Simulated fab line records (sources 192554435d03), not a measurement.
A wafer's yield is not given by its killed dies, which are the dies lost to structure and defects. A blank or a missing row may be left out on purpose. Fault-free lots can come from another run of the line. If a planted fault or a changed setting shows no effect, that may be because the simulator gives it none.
Split-lot experiment | flow n5-finfet | route with 1938 steps; 7 lots, 21 wafers read

## THE SPLIT ITSELF
At N5_FIN_CUT_CUT_ETCH_26 (etches SiNx in CH3F/O2, target depth 39 nm, time 55.7 s), the setting time-s was moved away from the recipe's 55.7 s on 7 of the 21 wafers read, by -22.3% to +17.3%. The other wafers ran this setting at the recipe's value.

Split to reading: the file shows no intervening step.

## THE READING
SOC_of_FIN_CUT_COAT_18.thk-nm (the simulator's own value, which no gauge read), in nm, at N5_FIN_CUT_CUT_ETCH_27 (etches SiO2 in CHF3/O2, target depth 4 nm, overetch 2 nm, time 4.9 s). No usual value for it is given in the file. Here, 14 wafers ran the recipe; their average is 207.8 nm with a standard deviation of 0.77 nm.

wafer  | tool, chamber at the split | time-s as run, s | against the recipe | SOC_of_FIN_CUT_COAT_18.thk-nm, nm | against lot-mates on the recipe
L075.1 | rie-diel-03, 1             | 55.7             | recipe             | 208.8                             | -
L075.2 | rie-diel-03, 3             | 55.7             | recipe             | 207.6                             | -
L075.4 | rie-diel-03, 2             | 55.7             | recipe             | 208.2                             | -
L076.1 | rie-diel-06, 0             | 55.7             | recipe             | 206.6                             | -
L076.2 | rie-diel-06, 3             | 55.7             | recipe             | 206.4                             | -
L076.5 | rie-diel-06, 1             | 52.2             | -6.3%              | 208.6                             | +2.1
L079.3 | rie-diel-03, 1             | 45.55            | -18.2%             | 210.8                             | +3.0
L079.5 | rie-diel-03, 0             | 45.55            | -18.2%             | 210.8                             | +3.0
L079.4 | rie-diel-03, 2             | 55.7             | recipe             | 207.8                             | -
L080.2 | rie-diel-06, 3             | 55.7             | recipe             | 208.4                             | -
L080.3 | rie-diel-06, 1             | 55.7             | recipe             | 209.2                             | -
L080.5 | rie-diel-06, 3             | 43.29            | -22.3%             | 212.8                             | +4.0
L089.2 | rie-diel-06, 2             | 65.33            | +17.3%             | 204.6                             | -4.2
L089.3 | rie-diel-06, 1             | 65.33            | +17.3%             | 205.6                             | -3.2
L089.6 | rie-diel-06, 0             | 55.7             | recipe             | 208.8                             | -
L092.1 | rie-diel-01, 2             | 55.7             | recipe             | 207.4                             | -
L092.4 | rie-diel-01, 0             | 55.7             | recipe             | 207.4                             | -
L092.3 | rie-diel-01, 1             | 55.7             | recipe             | 207.8                             | -
L097.2 | rie-diel-01, 1             | 55.7             | recipe             | 207.6                             | -
L097.5 | rie-diel-01, 1             | 55.7             | recipe             | 207.6                             | -
L097.6 | rie-diel-01, 0             | 50.86            | -8.7%              | 208.4                             | +0.8

FIT RESULTS
A straight line over all 21 wafers: SOC_of_FIN_CUT_COAT_18.thk-nm changes by -0.172 nm for each +1% of time-s; r = -0.91; the points scatter about the line by 0.77 nm.
The same after taking each lot's own level away (the mean of its wafers on the recipe; 21 wafers): -0.187 nm for each +1%; r = -0.97; scatter 0.45 nm.
Per that fit: largest time-s move, reading shift of 4.2 nm.
Across the lots, their own levels run from 206.50 to 208.80 nm, a range of 3.0 times the standard deviation given above.
The two slopes are in agreement: the lot-to-lot level therefore moves the slope only a little.
Check: for one of the wafers moved furthest among these (-22.3%), held out of the fit, the line's prediction against its lot-mates is +4.1 nm. Against them it came out at +4 nm.

## THESE WAFERS: OTHER SPLITS
Before the reading, these wafers also passed through other splits. Each is held against what the fit with the lots' levels taken away leaves over:
other split on the same wafers | wafers away from the commonest value | r with SOC_of_FIN_CUT_COAT_18.thk-nm (lot level and that fit taken away)
N5_ZERO_LAYER_PECVD_02 time-s  | 8                                    | +0.16
N5_WELL_APT_COAT_02 spin-rpm   | 5                                    | -0.05
N5_FIN_SAQP_PEB_14 peb-time-s  | 5                                    | -0.06

## THE WHOLE CHAIN: every reading that the file lists as answering this split, in the file's order
step                   | what it does                                                         | reading                                                                        | change (the file's fit)               | r (the file's)
N5_FIN_CUT_CUT_ETCH_26 | etches SiNx in CH3F/O2, target depth 39 nm, time 55.7 s              | etch.depth-nm (the simulator's own value, which no gauge read)                 | +0.373 nm for each +1% of the setting | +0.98
N5_FIN_CUT_CUT_ETCH_26 | etches SiNx in CH3F/O2, target depth 39 nm, time 55.7 s              | SOC_of_FIN_CUT_COAT_18.thk-nm (the simulator's own value, which no gauge read) | -0.187 nm for each +1% of the setting | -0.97
N5_FIN_CUT_CUT_ETCH_27 | etches SiO2 in CHF3/O2, target depth 4 nm, overetch 2 nm, time 4.9 s | SOC_of_FIN_CUT_COAT_18.thk-nm (the simulator's own value, which no gauge read) | -0.183 nm for each +1% of the setting | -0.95

## THE FILE'S OWN FIT
SOC_of_FIN_CUT_COAT_18.thk-nm changes by -0.183 nm for each +1% of time-s, r = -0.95.
